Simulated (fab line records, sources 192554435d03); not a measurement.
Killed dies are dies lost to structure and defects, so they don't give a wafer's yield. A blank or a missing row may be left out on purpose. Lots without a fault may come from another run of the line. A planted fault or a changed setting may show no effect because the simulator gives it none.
A struck lot beside a sound one | flow n5_finfet | 37 steps out of a route of 1938
Sound: wafers L668.1, L668.2, L668.6. Struck: wafer L677.2. (L677.5 of the same lot was not struck and is left out.) The cause comes at the end.
At each step with rows: each side's tool, then ch and its chambers, then its first start. Under that, the readings that differ: sound wafers | struck wafers | difference of the means | sigmas: that difference in standard deviations of wafers without a fault.
alike: readings whose means differ by less than 2 such deviations, and words and numbers that are the same on both sides. not compared: withheld readings, readings that some wafer has no value for, bounds like >300 that may hide the same value, and numbers for which the record gives no deviation and whose values overlap.
The two part at a step that has a row with sigmas, a row that says differs or no value, or rows on one side only. Numbers that don't overlap but have no deviation are shown without sigmas and don't part them. A reading that every wafer of one side lacks parts them only if that side has two wafers or more.

first, 9 steps without rows for these wafers: N5_MOL_CONTACT_COAG_COAT_02 (resist thk 30 nm); N5_MOL_CONTACT_COAG_EBR_04; N5_MOL_CONTACT_COAG_SOFTBAKE_03 (time 60 s); N5_MOL_CONTACT_COAG_EXPOSE_05 (exposes mask CA, defocus 0 nm); N5_MOL_CONTACT_COAG_PEB_06 (peb time 60 s); N5_MOL_CONTACT_COAG_DEVELOP_07 (develop time 30 s); N5_MOL_CONTACT_COAG_DESCUM_13 (chemistry O2, time 7 s); N5_MOL_CONTACT_COAG_ETCH_59 (etches underlayer in N2/H2, target depth 13 nm, time 10.4 s); N5_MOL_CONTACT_COAG_ETCH_105 (etches SiARC in CF4, target depth 15.6 nm, time 26 s).
N5_MOL_CONTACT_COAG_ETCH_106: etches SOC in N2/H2, target depth 80 nm, overetch 16 nm, time 120 s.
  sound on rie_diel-05 ch 0,1, day 6 05:23; struck on rie_diel-02 ch 1, day 8 08:53
  reading                                              | sound          | struck | difference | sigmas
  showerhead_plenum_p_Torr (Torr)                      | 2.52 2.48 2.52 | 2.69   | +0.18      | +2
  model.SiARC_of_MOL_CONTACT_COAG_COAT_104.thk_nm (nm) | 6.4 6.2 6.4    | 4.4    | -1.9       |
  model.MOL_CONTACT_COAG.cd_offset_nm (nm)             | 0 0.2 -0.2     | 0.6    | +0.6       |
  alike: drypump_motor_current_A, oes_product_au, rf_vpp_V, throttle_valve_pct
  not compared: rf_hours_counter_h
then, 5 steps without rows for these wafers: N5_MOL_CONTACT_COAG_STRIP_107 (strips in N2/H2); N5_MOL_CONTACT_COAG_STRIP_108 (strips in N2/H2); N5_MOL_CONTACT_COAG_CONTACT_ETCH_14 (etches SiO2 in C4F6/O2, target depth 27.5 nm, overetch 8.5 nm, time 20 s); N5_MOL_CONTACT_COAG_STRIP_109 (strips in C4F6/O2); N5_MOL_CONTACT_COAG_ETCH_15 (etches SiNx in CH3F/O2, stops on Si:P, target depth 7 nm).
N5_MOL_CONTACT_COAG_ETCH_110: etches Si in CF4/O2, target depth 2.5 nm, time 8 s.
  sound on rie_diel-05 ch 0,1, day 6 05:35; struck on rie_diel-02 ch 1, day 8 09:05
  reading                                  | sound          | struck | difference | sigmas
  showerhead_plenum_p_Torr (Torr)          | 2.21 2.16 2.21 | 2.34   | +0.15      | +2
  model.MOL_CONTACT_COAG.cd_offset_nm (nm) | 0 0.2 -0.2     | 0.6    | +0.6       |
  alike: drypump_motor_current_A, mfc_ar_sccm, oes_product_au, rf_vpp_V, throttle_valve_pct
  not compared: rf_hours_counter_h
then, 19 steps without rows for these wafers: N5_MOL_CONTACT_COAG_STRIP_98 (strips in N2/H2); N5_MOL_CONTACT_COAG_IMPLANT_129; N5_MOL_CONTACT_COAG_PRECLEAN_111 (cleans in NF3:NH3, afs cycles 1, time 20 s, sublimation time 60 s); N5_MOL_CONTACT_COAG_TI_SIL_19 (material Ti, target thk 4.2 nm, time 15 s); N5_MOL_CONTACT_COAG_ALD_20 (deposits TiN, target thk 1.5 nm, pulse time 1 s, purge time 3 s); N5_MOL_CONTACT_COAG_SIL_ANNEAL_21 (time 60 s); N5_MOL_CONTACT_COAG_PRE_CLEAN_141 (time 60 s); N5_MOL_CONTACT_COAG_SPUTTER_143 (material Co, target thk 2.5 nm); N5_MOL_CONTACT_COAG_CO_FILL_22 (material Co, precursor CCTBA/H2, target thk 20 nm); N5_MOL_CONTACT_COAG_ANNEAL_113 (time 300 s); N5_MOL_CONTACT_COAG_PRE_CLEAN_142 (time 60 s); N5_MOL_CONTACT_COAG_SPUTTER_130 (material Co, target thk 47.5 nm); N5_MOL_CONTACT_COAG_PRECLEAN_125 (cleans in DIW, time 57.5 s); N5_MOL_CONTACT_COAG_SRD_126 (dry time 32 s); N5_MOL_CONTACT_COAG_CMP_23 (polishes, stops on SiO2, t overpolish 1.5 s, target thk 0 nm); N5_MOL_CONTACT_COAG_WET_ETCH_26 (target Co, target depth 13 nm); N5_MOL_CONTACT_COAG_WET_ETCH_116 (etches the open film in SC1-inhibited, target depth 4.6 nm, rinse time 30 s); N5_MOL_CONTACT_COAG_ALD_27 (deposits SiOC, target thk 17 nm, pulse time 1.5 s, time 2720 s); N5_MOL_CONTACT_COAG_CMP_28 (polishes, stops on SiNx, t overpolish 0.85 s, target thk 14.522 nm).
-- the record jumps here: 4 days lie between the struck wafers' starts before and after (it left off in module MOL_CONTACT_COAG and takes up again in module BEOL_M4, whose first step shown is number 1111 of the route) --
N5_BEOL_M4_RC_MEAS_101:
  sound on prober-02 ch 0, day 9 23:26; struck on prober-01 ch 0, day 12 05:40
  reading             | sound             | struck | difference | sigmas
  RC_DENSE_N (ohm.um) | 18.90 18.95 19.36 | 17.98  | -1.09      | -4
  RC_DENSE_P (ohm.um) | 23.5 23.3 24.1    | 22.4   | -1.2       | -3
  RC_N (ohm.um)       | 15.35 15.36 15.71 | 14.66  | -0.81      | -4
  RC_P (ohm.um)       | 19.4 19.1 19.5    | 18.3   | -1.0       | -3
  alike: DIBL_N, DIBL_P, IOFF_N, IOFF_P, ION_N, ION_P, SS_N, SS_P, VT_N, VT_P
-- the record jumps here: 4 days lie between the struck wafers' starts before and after (it left off in module BEOL_M4 and takes up again in module PASSIVATION, whose first step shown is number 1936 of the route) --
N5_PASSIVATION_PROBE_49:
  the record has rows for the struck wafers here (prober-01, day 16 09:20) and none for the sound ones

WHERE THEY PART
First at N5_MOL_CONTACT_COAG_ETCH_106; last, within this record, at N5_PASSIVATION_PROBE_49.

WHY: what the simulator had put in
Process parameter drift: rie_diel-02, from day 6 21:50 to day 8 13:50, at N5_MOL_CONTACT_COAG_ETCH_106. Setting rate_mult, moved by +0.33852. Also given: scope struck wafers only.
